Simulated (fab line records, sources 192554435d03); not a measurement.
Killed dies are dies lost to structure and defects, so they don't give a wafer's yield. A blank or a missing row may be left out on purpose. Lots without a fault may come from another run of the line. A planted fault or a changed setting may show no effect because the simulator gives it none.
A struck lot beside a sound one | flow n5_finfet | 17 steps out of a route of 1938
Sound: wafers L803.1, L803.2, L803.6. Struck: wafers L811.3, L811.5. (L811.2 of the same lot was not struck and is left out.) The cause comes at the end.
At each step with rows: each side's tool, then ch and its chambers, then its first start. Under that, the readings that differ: sound wafers | struck wafers | difference of the means | sigmas: that difference in standard deviations of wafers without a fault.
alike: readings whose means differ by less than 2 such deviations, and words and numbers that are the same on both sides. not compared: withheld readings, readings that some wafer has no value for, bounds like >300 that may hide the same value, and numbers for which the record gives no deviation and whose values overlap.
The two part at a step that has a row with sigmas, a row that says differs or no value, or rows on one side only. Numbers that don't overlap but have no deviation are shown without sigmas and don't part them. A reading that every wafer of one side lacks parts them only if that side has two wafers or more.

first, 11 steps without rows for these wafers: N5_FIN_SAQP_DESCUM_21 (chemistry O2, time 7.9 s); N5_FIN_SAQP_ETCH_51 (etches SiARC in CF4, target depth 45.5 nm, time 75.8 s); N5_FIN_SAQP_ETCH_52 (etches SOC in N2/H2, target depth 100 nm, overetch 20 nm, time 150 s); N5_FIN_SAQP_STRIP_53 (strips in N2/H2); N5_FIN_SAQP_HM_OPEN_73 (chemistry CHF3/O2, target SiO2, stops on a-Si, target depth 12 nm, time 16.8 s); N5_FIN_SAQP_STRIP_74 (strips in CHF3/O2); N5_FIN_SAQP_MANDREL_ETCH_22 (etches a-Si in HBr/Cl2, stops on SiNx, target depth 60 nm, bt time 10 s, time 30 s); N5_FIN_SAQP_STRIP_55 (strips in N2/H2); N5_FIN_SAQP_STRIP_23 (strips in SPM, time 750 s); N5_FIN_SAQP_SRD_66 (time 30 s); N5_FIN_SAQP_RECESS_75 (chemistry HF/NH3, target SiO2, target depth 14.4 nm, afs cycles 3, sublimation time 60 s).
N5_FIN_SAQP_SPACER1_ALD_24: deposits SiO2, target thk 20.3 nm, pulse time 1 s, purge time 2 s.
  sound on ald_sin-03 ch 1,3, day 2 12:08; struck on ald_sin-03 ch 2,3, day 4 11:26
  reading                                           | sound          | struck    | difference | sigmas
  ald_cycles                                        | 218 218 218    | 295 295   | +77        |
  model.SiO2_of_FIN_SAQP_SPACER1_ALD_24.thk_nm (nm) | 20.4 20.4 20.2 | 27.4 27.4 | +7.1       |
  alike: heater_power_w, precursor_pulse_height_rel
then, 1 step without rows for these wafers: N5_FIN_SAQP_SPACER1_ETCHBACK_25 (etches SiO2 in CHF3/O2, target depth 24.4 nm, time 12.2 s).
N5_FIN_SAQP_MANDREL1_REMOVE_56: chemistry HBr/Cl2/O2, target a-Si, stops on SiNx, bt time 10 s.
  sound on rie_si-05 ch 0,3, day 2 12:56; struck on rie_si-03 ch 0,1, day 4 12:14
  reading                   | sound          | struck    | difference | sigmas
  model.FIN_SAQP.cd_nm (nm) | 20.2 20.2 20.2 | 27.4 27.2 | +7.1       |
  alike: O2_flow_sccm, chamber_pressure_mTorr, drypump_motor_current_A, oes_product_au, throttle_valve_pct
  not compared: rf_hours_counter_h
N5_FIN_SAQP_CD_MEAS_27: target cd 20 nm.
  sound on cd_sem-03 ch 0, day 2 13:03; struck on cd_sem-03 ch 0, day 4 12:21
  reading    | sound             | struck      | difference | sigmas
  cd_nm (nm) | 19.97 20.01 20.44 | 27.66 27.35 | +7.37      | +31
then, 1 step without rows for these wafers: N5_FIN_SAQP_ETCH_57 (etches SiNx in CH3F/O2, target depth 32.5 nm, time 46.4 s).
-- the record jumps here: 11 days lie between the struck wafers' starts before and after (it left off in module FIN_SAQP and takes up again in module PASSIVATION, whose first step shown is number 1936 of the route) --
N5_PASSIVATION_PROBE_49:
  sound on prober-01, day 12 23:31; struck on prober-01, day 15 06:40
  reading             | sound      | struck    | difference | sigmas
  killed_at_front_end | 32 38 35   | 1143 1116 | +1094      | +84
  killed_dies         | 103 80 106 | 1180 1180 | +1084      | +60
  killed_on_rim       | 9 11 10    | 152 152   | +142       | +34
  alike: killed_at_M0_to_M3, killed_at_M4_up, killed_at_contacts, killed_at_other, killed_open, killed_short

WHERE THEY PART
First at N5_FIN_SAQP_CD_MEAS_27; last, within this record, at N5_PASSIVATION_PROBE_49.

WHY: what the simulator had put in
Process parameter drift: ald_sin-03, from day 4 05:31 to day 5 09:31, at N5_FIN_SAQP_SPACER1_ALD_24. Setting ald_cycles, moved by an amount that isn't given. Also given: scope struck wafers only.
